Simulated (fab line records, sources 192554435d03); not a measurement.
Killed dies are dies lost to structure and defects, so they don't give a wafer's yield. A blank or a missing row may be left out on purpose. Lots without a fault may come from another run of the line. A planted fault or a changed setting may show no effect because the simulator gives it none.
Which tool did it? | flow n5_finfet | 24 lots, 72 wafers sampled, at 6 steps of a route of 1938

WHAT THE GAUGES READ, wafer by wafer
N5_BEOL_M1_CD_MEAS_28: target cd y 23.3 nm. Usual: cd_nm 23.99 nm, standard deviation 0.25.
lot  | measured     | on        | cd_nm (nm)        | flag
L074 | day 6 02:02  | cd_sem-02 | 23.99 23.98 24.05 |
L075 | day 6 05:20  | cd_sem-02 | 24.23 24.12 24.25 |
L076 | day 6 11:55  | cd_sem-03 | 23.98 24.07 24.14 |
L077 | day 6 20:02  | cd_sem-02 | 23.96 24.01 23.98 |
L078 | day 7 05:19  | cd_sem-02 | 23.77 24.05 23.81 |
L079 | day 7 10:49  | cd_sem-01 | 23.46 23.65 23.77 |
L080 | day 7 11:14  | cd_sem-03 | 24.09 24.12 23.96 |
L081 | day 7 20:22  | cd_sem-02 | 23.31 23.68 23.94 |
L082 | day 8 06:06  | cd_sem-03 | 24.09 23.82 23.76 |
L084 | day 8 13:22  | cd_sem-01 | 24.18 23.88 23.58 |
L083 | day 8 13:25  | cd_sem-03 | 24.35 23.76 24.45 |
L085 | day 9 00:34  | cd_sem-01 | 24.01 24.00 23.82 |
L086 | day 9 06:08  | cd_sem-03 | 23.95 23.70 24.07 |
L087 | day 9 08:10  | cd_sem-01 | 24.25 24.27 23.69 |
L088 | day 9 12:01  | cd_sem-01 | 23.77 24.17 23.92 |
L089 | day 9 18:48  | cd_sem-01 | 24.08 24.08 24.11 |
L090 | day 10 00:27 | cd_sem-03 | 24.85 23.99 24.44 |
L091 | day 10 07:14 | cd_sem-02 | 24.22 24.21 24.12 |
L092 | day 10 13:13 | cd_sem-02 | 24.19 23.96 23.82 |
L093 | day 10 17:53 | cd_sem-01 | 23.94 23.77 23.78 |
L094 | day 10 23:02 | cd_sem-02 | 24.19 24.15 23.98 |
L095 | day 11 11:02 | cd_sem-02 | 24.05 24.34 23.89 |
L096 | day 11 15:53 | cd_sem-03 | 23.90 23.57 23.69 |
L097 | day 11 23:52 | cd_sem-02 | 23.99 23.71 24.17 |

N5_BEOL_M1_RS_MEAS_58: measures by four-point-probe. Usual: M1_RS 0.66 ohm/sq, standard deviation 0.031.
lot  | measured     | on            | M1_RS (ohm/sq) | flag
L074 | day 6 12:58  | film_metro-02 | 0.65 0.64 0.59 |
L075 | day 6 13:15  | film_metro-02 | 0.68 0.64 0.68 |
L076 | day 6 17:50  | film_metro-02 | 0.67 0.71 0.65 |
L077 | day 7 09:43  | film_metro-02 | 0.65 0.64 0.61 |
L078 | day 7 19:01  | film_metro-02 | 0.61 0.62 0.65 |
L079 | day 7 21:14  | film_metro-02 | 0.68 0.66 0.61 |
L080 | day 8 00:10  | film_metro-01 | 0.67 0.68 0.69 |
L081 | day 8 04:28  | film_metro-02 | 0.68 0.68 0.65 |
L082 | day 8 12:37  | film_metro-02 | 0.70 0.63 0.65 |
L084 | day 8 18:23  | film_metro-01 | 0.70 0.67 0.66 |
L083 | day 8 19:25  | film_metro-02 | 0.71 0.65 0.67 |
L085 | day 9 06:55  | film_metro-01 | 0.69 0.64 0.65 |
L086 | day 9 14:11  | film_metro-01 | 0.67 0.65 0.70 |
L087 | day 9 17:13  | film_metro-02 | 0.63 0.66 0.62 |
L088 | day 10 00:05 | film_metro-01 | 0.64 0.64 0.67 |
L089 | day 10 02:29 | film_metro-01 | 0.69 0.64 0.63 |
L090 | day 10 05:58 | film_metro-01 | 0.72 0.70 0.74 |
L091 | day 10 12:52 | film_metro-01 | 0.68 0.65 0.62 |
L092 | day 10 19:13 | film_metro-02 | 0.64 0.69 0.69 |
L093 | day 11 01:58 | film_metro-01 | 0.68 0.68 0.65 |
L094 | day 11 07:19 | film_metro-01 | 0.77 0.70 0.66 |
L095 | day 11 17:58 | film_metro-01 | 0.67 0.67 0.63 |
L096 | day 11 22:10 | film_metro-02 | 0.70 0.69 0.67 |
L097 | day 12 06:14 | film_metro-02 | 0.67 0.62 0.64 |

WHICH TOOL RAN EACH LOT (tool, then ch and the chambers of the sampled wafers, then the start)
lot  | N5_BEOL_M1_STRIP_66                | N5_BEOL_M1_ETCH_69                 | N5_BEOL_M1_VIA_ETCH_34             | N5_BEOL_M1_SURFACE_TREAT_85
L074 | rie_diel-02 ch 1,2,3, day 6 01:22  | rie_diel-02 ch 1,2,3, day 6 02:13  | rie_diel-05 ch 0,1,2, day 6 08:44  | pvd_sputter-01, day 6 09:46
L075 | rie_diel-01 ch 1,2,3, day 6 04:34  | rie_diel-02 ch 0,1,3, day 6 05:31  | rie_diel-01 ch 0,1,3, day 6 08:46  | pvd_sputter-02, day 6 09:46
L076 | rie_diel-02 ch 0,2,3, day 6 11:10  | rie_diel-05 ch 1,2, day 6 12:10    | rie_diel-01 ch 0,1,3, day 6 12:34  | pvd_sputter-03, day 6 13:23
L077 | rie_diel-05 ch 0,2, day 6 19:25    | rie_diel-01 ch 1,2,3, day 6 20:14  | rie_diel-05 ch 1,2, day 7 05:09    | pvd_sputter-01, day 7 06:28
L078 | rie_diel-05 ch 2,3, day 7 04:43    | rie_diel-01 ch 2,3, day 7 05:33    | rie_diel-01 ch 0,1,3, day 7 14:47  | pvd_sputter-03, day 7 16:01
L079 | rie_diel-01 ch 0,1,3, day 7 10:04  | rie_diel-01 ch 0,2,3, day 7 11:00  | rie_diel-05 ch 1,2, day 7 15:20    | pvd_sputter-02, day 7 18:03
L080 | rie_diel-01 ch 1,2,3, day 7 10:41  | rie_diel-01 ch 0,2,3, day 7 11:25  | rie_diel-02 ch 1,2,3, day 7 20:00  | pvd_sputter-03, day 7 20:52
L081 | rie_diel-02 ch 0,3, day 7 19:34    | rie_diel-05 ch 0,1, day 7 20:32    | rie_diel-01 ch 2,3, day 7 22:27    | pvd_sputter-02, day 7 23:32
L082 | rie_diel-02 ch 1,2, day 8 05:26    | rie_diel-01 ch 0,2, day 8 06:16    | rie_diel-05 ch 2,3, day 8 06:49    | pvd_sputter-01, day 8 09:31
L084 | rie_diel-05 ch 0,2,3, day 8 12:36  | rie_diel-01 ch 1,2,3, day 8 13:34  | rie_diel-05 ch 0,1,2, day 8 13:59  | pvd_sputter-01, day 8 14:58
L083 | rie_diel-01 ch 1,2,3, day 8 12:47  | rie_diel-02 ch 0,1,3, day 8 13:42  | rie_diel-02 ch 0,2,3, day 8 14:07  | pvd_sputter-01, day 8 15:13
L085 | rie_diel-05 ch 0,1,3, day 8 23:47  | rie_diel-01 ch 0,2, day 9 00:45    | rie_diel-02 ch 0,1, day 9 02:24    | pvd_sputter-01, day 9 03:40
L086 | rie_diel-05 ch 0,1,3, day 9 05:32  | rie_diel-05 ch 0,1,3, day 9 06:19  | rie_diel-02 ch 0,1, day 9 09:34    | pvd_sputter-02, day 9 10:49
L087 | rie_diel-05 ch 1,2,3, day 9 07:37  | rie_diel-02 ch 0,1, day 9 08:35    | rie_diel-01 ch 1,3, day 9 12:51    | pvd_sputter-03, day 9 14:06
L088 | rie_diel-01 ch 1,2,3, day 9 11:28  | rie_diel-01 ch 1,2, day 9 12:11    | rie_diel-05 ch 0,2, day 9 19:14    | pvd_sputter-01, day 9 20:52
L089 | rie_diel-02 ch 0,2, day 9 18:08    | rie_diel-05 ch 2,3, day 9 18:58    | rie_diel-01 ch 2,3, day 9 21:08    | pvd_sputter-02, day 9 23:26
L090 | rie_diel-02 ch 0,1, day 9 23:54    | rie_diel-05 ch 0,3, day 10 00:37   | rie_diel-05 ch 0,2, day 10 01:41   | pvd_sputter-02, day 10 02:55
L091 | rie_diel-02 ch 0,2,3, day 10 06:26 | rie_diel-02 ch 1,2,3, day 10 07:24 | rie_diel-05 ch 2,3, day 10 08:34   | pvd_sputter-03, day 10 09:39
L092 | rie_diel-05 ch 1,2,3, day 10 12:37 | rie_diel-02 ch 1,2,3, day 10 13:33 | rie_diel-02 ch 0,1,2, day 10 15:05 | pvd_sputter-01, day 10 16:01
L093 | rie_diel-05 ch 0,2,3, day 10 17:09 | rie_diel-02 ch 2,3, day 10 18:03   | rie_diel-02 ch 0,1,2, day 10 21:16 | pvd_sputter-01, day 10 22:49
L094 | rie_diel-05 ch 0,1, day 10 22:22   | rie_diel-05 ch 1,2,3, day 10 23:12 | rie_diel-05 ch 1,2,3, day 11 01:02 | pvd_sputter-01, day 11 04:02
L095 | rie_diel-05 ch 0,1,2, day 11 10:09 | rie_diel-02 ch 0,1,3, day 11 11:15 | rie_diel-01 ch 1,2, day 11 13:46   | pvd_sputter-01, day 11 14:50
L096 | rie_diel-02 ch 0,1,2, day 11 15:08 | rie_diel-05 ch 1,2,3, day 11 16:04 | rie_diel-05 ch 1,2,3, day 11 17:43 | pvd_sputter-01, day 11 19:05
L097 | rie_diel-02 ch 1,2,3, day 11 23:05 | rie_diel-01 ch 0,1,2, day 12 00:05 | rie_diel-01 ch 1,2, day 12 01:50   | pvd_sputter-03, day 12 02:56
- N5_BEOL_M1_STRIP_66: strips in CF4.
- N5_BEOL_M1_ETCH_69: etches SiARC in CF4, target depth 15.6 nm, time 26 s.
- N5_BEOL_M1_VIA_ETCH_34: etches the open film in C4F6/O2, target depth 67.8 nm, time 64.4 s.
- N5_BEOL_M1_SURFACE_TREAT_85

WHAT THE TOOLS THEMSELVES READ (means of the sampled wafers that have a number; where no wafer has one, the mark that the record gives instead)
N5_BEOL_M1_STRIP_66. Usual: drypump_motor_current_A 5.9 A, standard deviation 0.32; oes_product_au 0.77 a.u., standard deviation 0.075; rf_vpp_V 271.7 V, standard deviation 0.93; showerhead_plenum_p_Torr 1.814 Torr, standard deviation 0.025; throttle_valve_pct 13.60 %, standard deviation 0.21.
lot  | tool        | drypump_motor_current_A (A) | oes_product_au (a.u.) | rf_vpp_V (V) | showerhead_plenum_p_Torr (Torr) | throttle_valve_pct (%) | flag
L074 | rie_diel-02 | 6.1                         | 0.72                  | 270.9        | 1.814                           | 13.74                  |
L075 | rie_diel-01 | 5.7                         | 0.73                  | 270.0        | 1.796                           | 13.80                  |
L076 | rie_diel-02 | 5.8                         | 0.75                  | 271.4        | 1.820                           | 13.63                  |
L077 | rie_diel-05 | 5.7                         | 0.84                  | 271.3        | 1.820                           | 13.44                  |
L078 | rie_diel-05 | 5.8                         | 0.75                  | 272.2        | 1.829                           | 13.53                  |
L079 | rie_diel-01 | 6.0                         | 0.72                  | 271.1        | 1.789                           | 13.71                  |
L080 | rie_diel-01 | 5.7                         | 0.72                  | 271.1        | 1.794                           | 13.82                  |
L081 | rie_diel-02 | 5.5                         | 0.78                  | 272.1        | 1.812                           | 13.45                  |
L082 | rie_diel-02 | 6.3                         | 0.80                  | 271.6        | 1.807                           | 13.73                  |
L084 | rie_diel-05 | 5.9                         | 0.79                  | 272.3        | 1.824                           | 13.55                  |
L083 | rie_diel-01 | 5.7                         | 0.72                  | 271.4        | 1.791                           | 13.84                  |
L085 | rie_diel-05 | 6.0                         | 0.81                  | 271.8        | 1.828                           | 13.48                  |
L086 | rie_diel-05 | 6.0                         | 0.80                  | 271.5        | 1.828                           | 13.48                  |
L087 | rie_diel-05 | 5.8                         | 0.79                  | 271.9        | 1.823                           | 13.41                  |
L088 | rie_diel-01 | 5.7                         | 0.71                  | 271.4        | 1.790                           | 13.85                  |
L089 | rie_diel-02 | 5.7                         | 0.82                  | 271.8        | 1.818                           | 13.51                  |
L090 | rie_diel-02 | 6.0                         | 0.74                  | 271.6        | 1.797                           | 13.76                  |
L091 | rie_diel-02 | 5.8                         | 0.80                  | 272.6        | 1.812                           | 13.51                  |
L092 | rie_diel-05 | 5.8                         | 0.77                  | 271.8        | 1.821                           | 13.44                  |
L093 | rie_diel-05 | 5.9                         | 0.78                  | 271.1        | 1.820                           | 13.57                  |
L094 | rie_diel-05 | 6.0                         | 0.84                  | 271.4        | 1.821                           | 13.51                  |
L095 | rie_diel-05 | 5.8                         | 0.82                  | 271.1        | 1.816                           | 13.45                  |
L096 | rie_diel-02 | 6.0                         | 0.79                  | 271.5        | 1.807                           | 13.67                  |
L097 | rie_diel-02 | 6.1                         | 0.76                  | 271.7        | 1.802                           | 13.64                  |

N5_BEOL_M1_ETCH_69. Usual: bias_w 36.00 W, standard deviation 0.11; drypump_motor_current_A 5.9 A, standard deviation 0.33; etch_rf_on_time_s 25.8 s, standard deviation 0.48; oes_product_au 0.66 a.u., standard deviation 0.074; rf_vpp_V 184.2 V, standard deviation 0.96; showerhead_plenum_p_Torr 2.16 Torr, standard deviation 0.038; throttle_valve_pct 15.66 %, standard deviation 0.21.
lot  | tool        | bias_w (W) | drypump_motor_current_A (A) | etch_rf_on_time_s (s) | oes_product_au (a.u.) | rf_vpp_V (V) | showerhead_plenum_p_Torr (Torr) | throttle_valve_pct (%) | flag
L074 | rie_diel-02 | 35.92      | 6.1                         | 25.9                  | 0.63                  | 183.8        | 2.16                            | 15.75                  |
L075 | rie_diel-02 | 36.01      | 5.8                         | 25.6                  | 0.67                  | 184.9        | 2.15                            | 15.59                  |
L076 | rie_diel-05 | 36.02      | 5.8                         | 25.9                  | 0.76                  | 185.2        | 2.18                            | 15.29                  |
L077 | rie_diel-01 | 35.91      | 5.7                         | 26.3                  | 0.63                  | 183.5        | 2.14                            | 15.81                  |
L078 | rie_diel-01 | 35.96      | 5.7                         | 25.9                  | 0.66                  | 183.5        | 2.12                            | 15.86                  |
L079 | rie_diel-01 | 35.99      | 5.9                         | 26.1                  | 0.62                  | 184.5        | 2.16                            | 15.78                  |
L080 | rie_diel-01 | 36.01      | 5.9                         | 26.1                  | 0.62                  | 183.9        | 2.16                            | 15.77                  |
L081 | rie_diel-05 | 36.02      | 6.0                         | 25.6                  | 0.76                  | 184.6        | 2.18                            | 15.51                  |
L082 | rie_diel-01 | 36.21      | 5.8                         | 26.3                  | 0.58                  | 184.4        | 2.21                            | 15.83                  |
L084 | rie_diel-01 | 36.08      | 5.7                         | 25.9                  | 0.62                  | 183.3        | 2.13                            | 15.83                  |
L083 | rie_diel-02 | 35.97      | 5.8                         | 25.6                  | 0.65                  | 184.0        | 2.15                            | 15.61                  |
L085 | rie_diel-01 | 36.11      | 6.0                         | 26.7                  | 0.57                  | 184.2        | 2.20                            | 15.72                  |
L086 | rie_diel-05 | 35.94      | 6.0                         | 25.7                  | 0.70                  | 184.3        | 2.19                            | 15.52                  |
L087 | rie_diel-02 | 35.96      | 6.1                         | 25.6                  | 0.65                  | 183.2        | 2.14                            | 15.78                  |
L088 | rie_diel-01 | 35.98      | 5.8                         | 26.0                  | 0.59                  | 184.6        | 2.14                            | 15.81                  |
L089 | rie_diel-05 | 36.05      | 5.7                         | 26.0                  | 0.66                  | 183.9        | 2.17                            | 15.52                  |
L090 | rie_diel-05 | 35.86      | 6.0                         | 25.9                  | 0.64                  | 185.3        | 2.19                            | 15.65                  |
L091 | rie_diel-02 | 36.03      | 6.1                         | 25.4                  | 0.69                  | 184.1        | 2.15                            | 15.65                  |
L092 | rie_diel-02 | 36.01      | 6.1                         | 25.1                  | 0.69                  | 184.4        | 2.15                            | 15.65                  |
L093 | rie_diel-02 | 36.09      | 5.8                         | 25.6                  | 0.68                  | 183.6        | 2.15                            | 15.51                  |
L094 | rie_diel-05 | 35.85      | 5.8                         | 25.8                  | 0.67                  | 184.8        | 2.18                            | 15.48                  |
L095 | rie_diel-02 | 35.99      | 5.8                         | 25.5                  | 0.63                  | 183.9        | 2.14                            | 15.65                  |
L096 | rie_diel-05 | 36.08      | 5.8                         | 26.0                  | 0.66                  | 185.8        | 2.17                            | 15.48                  |
L097 | rie_diel-01 | 36.04      | 5.9                         | 26.2                  | 0.73                  | 185.0        | 2.17                            | 15.48                  |

N5_BEOL_M1_VIA_ETCH_34. Usual: bias_w 170.1 W, standard deviation 0.5; drypump_motor_current_A 5.9 A, standard deviation 0.31; oes_product_au 0.79 a.u., standard deviation 0.094; rf_vpp_V 668 V, standard deviation 5.6; showerhead_plenum_p_Torr 2.87 Torr, standard deviation 0.054; throttle_valve_pct 30.76 %, standard deviation 0.2.
lot  | tool        | bias_w (W) | drypump_motor_current_A (A) | oes_product_au (a.u.) | rf_vpp_V (V) | showerhead_plenum_p_Torr (Torr) | throttle_valve_pct (%) | flag
L074 | rie_diel-05 | 169.6      | 5.8                         | 0.89                  | 667          | 2.89                            | 30.67                  |
L075 | rie_diel-01 | 170.0      | 6.0                         | 0.73                  | 667          | 2.83                            | 30.69                  |
L076 | rie_diel-01 | 170.1      | 6.0                         | 0.72                  | 667          | 2.83                            | 30.68                  |
L077 | rie_diel-05 | 169.8      | 5.6                         | 0.85                  | 671          | 2.89                            | 30.57                  |
L078 | rie_diel-01 | 170.1      | 6.0                         | 0.72                  | 666          | 2.82                            | 30.69                  |
L079 | rie_diel-05 | 169.9      | 5.6                         | 0.85                  | 672          | 2.89                            | 30.59                  |
L080 | rie_diel-02 | 170.6      | 6.1                         | 0.83                  | 667          | 2.86                            | 30.79                  |
L081 | rie_diel-01 | 169.6      | 5.7                         | 0.76                  | 672          | 2.80                            | 30.97                  |
L082 | rie_diel-05 | 170.3      | 5.7                         | 0.78                  | 673          | 2.90                            | 30.70                  |
L084 | rie_diel-05 | 170.3      | 5.8                         | 0.86                  | 666          | 2.89                            | 30.68                  |
L083 | rie_diel-02 | 169.9      | 5.8                         | 0.84                  | 664          | 2.88                            | 30.72                  |
L085 | rie_diel-02 | 170.4      | 6.1                         | 0.76                  | 665          | 2.84                            | 30.93                  |
L086 | rie_diel-02 | 170.5      | 5.8                         | 0.78                  | 662          | 2.85                            | 30.86                  |
L087 | rie_diel-01 | 170.0      | 5.8                         | 0.75                  | 665          | 2.76                            | 30.87                  |
L088 | rie_diel-05 | 170.1      | 5.9                         | 0.85                  | 666          | 2.88                            | 30.89                  |
L089 | rie_diel-01 | 169.6      | 5.7                         | 0.75                  | 671          | 2.80                            | 30.98                  |
L090 | rie_diel-05 | 169.8      | 5.9                         | 0.85                  | 666          | 2.88                            | 30.88                  |
L091 | rie_diel-05 | 170.1      | 5.8                         | 0.72                  | 670          | 2.90                            | 30.71                  |
L092 | rie_diel-02 | 169.8      | 6.0                         | 0.82                  | 664          | 2.86                            | 30.91                  |
L093 | rie_diel-02 | 170.2      | 6.0                         | 0.81                  | 664          | 2.86                            | 30.90                  |
L094 | rie_diel-05 | 169.4      | 5.8                         | 0.78                  | 669          | 2.89                            | 30.62                  |
L095 | rie_diel-01 | 169.9      | 5.8                         | 0.88                  | 665          | 2.84                            | 30.69                  |
L096 | rie_diel-05 | 170.2      | 5.8                         | 0.78                  | 669          | 2.89                            | 30.62                  |
L097 | rie_diel-01 | 169.5      | 5.6                         | 0.76                  | 671          | 2.87                            | 30.84                  |

THE ANSWER, worked out from the rows above alone
Rule: a lot is off if the mean of its wafers that have a number lies more than 3 standard deviations from the usual mean. A lot without any number at a reading at which 4 lots or more have one is off too. The other lots that the step has rows for count as sound. The gauges are gone through in route order, then the tools' own readings, and for those a lot's mean is taken as printed above. The first step at which some lot is off is used, and at that step the reading that is off furthest; a lot without a number counts as furthest.
No lot is off at any reading shown: from this, nothing can be told.

WHAT THE SIMULATOR HAD PUT IN
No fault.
